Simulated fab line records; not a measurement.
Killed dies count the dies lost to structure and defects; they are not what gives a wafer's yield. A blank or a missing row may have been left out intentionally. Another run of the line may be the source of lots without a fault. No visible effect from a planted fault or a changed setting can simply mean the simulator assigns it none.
8D (eight disciplines) problem report, filled in by code | flow nand-harc | the parts of the form that need people (team, actions taken, sign-off) are left out

== 1. THE ISSUE ==
At NHARC_A_CONTACT_SOFTBAKE_37, heater-power-total-W averages 185.56 W over 6 wafers from 2 lots, while fault-free wafers read 188.43 W, standard deviation 0.13. That is -22 standard deviations from the usual mean.
The step: time 55 s.
Seen first at day 20 00:00 on litho-track-01, wafer L705.1. Wafers with a number at this step in the record: 42, from 14 lots. Rule for "out" (also "out of limits"): further than 4 standard deviations from the usual mean. Any other wafer with a number is counted as sound.

== 2. WHAT IT IS, WHAT IT ISN'T ==
question                    | is                                 | is not
which readings at this step | heater-power-total-W, plate-temp-C | -
which lots                  | L704, L705                         | L689, L690, L691, L692, L693, L695, L696, L697, L699, L707, L710, L711
which wafers of those lots  | all that have a number             | -
read on which tools         | litho-track-01                     | litho-track-04, litho-track-06
when                        | from day 20 00:00                  | up to then (27 sound wafers); but 9 sound wafers of L707, L710, L711 came after

== 3. WHAT RULES OUT EACH SUSPECT ==
Counting: a tool at any process step up to the reading remains a suspect when it ran all the lots that are out and ran no sound lot after the first of those.
- cvd-w-01 at NHARC_A_WL_FILL_CVD_20 (deposits W, target thk 75 nm, time 5064 s): kept. Every lot that is out went through it, starting with L705 (day 19 21:28), and after that it ran no sound lot; the last sound lot it ran before then is L697 (day 18 09:33). With no start given for some of its lots, NHARC_A_WL_FILL_CVD_20 uses the hours and lot order of NHARC_A_WL_FILL_INSPECT_15.
- litho-track-01 at NHARC_A_CONTACT_SOFTBAKE_37 (time 55 s): kept. Every lot that is out went through it, starting with L705 (day 20 00:00), and after that it ran no sound lot; the last sound lot it ran before then is L696 (day 18 11:00). Its own heater-power-total-W, plate-temp-C readings are out on those wafers.
The count leaves litho-track-01 at NHARC_A_CONTACT_SOFTBAKE_37 and cvd-w-01 at NHARC_A_WL_FILL_CVD_20.

== 4. THE CAUSE (what the simulator had put in) ==
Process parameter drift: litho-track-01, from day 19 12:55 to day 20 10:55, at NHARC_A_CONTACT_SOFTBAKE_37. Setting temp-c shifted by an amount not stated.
2 suspects survive the count, and this tool is in that group.

== 5. THE EFFECT CHAIN, in route order ==
Each row: a reading whose mean over the struck wafers that have a number lies more than 3 standard deviations from the usual. Readings are gone through only where the record gives a usual standard deviation; hours: the median, over the lots, of the time from a lot's start at the first step in this table giving one to that lot's start at this step; sigmas: the change measured in usual standard deviations.
hours | step                        | reading              | usual    | on struck wafers | change | sigmas
0     | NHARC_A_CONTACT_SOFTBAKE_37 | heater-power-total-W | 188.43 W | 185.56           | -2.87  | -22
0     | NHARC_A_CONTACT_SOFTBAKE_37 | plate-temp-C         | 105.04 C | 103.79           | -1.25  | -8.9
The process steps in it:
- NHARC_A_CONTACT_SOFTBAKE_37: time 55 s.

== 6. WHAT WOULD HAVE CAUGHT IT SOONER ==
In this record the first reading out of limits was taken at day 20 00:00, 11 hours after the fault began at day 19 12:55.
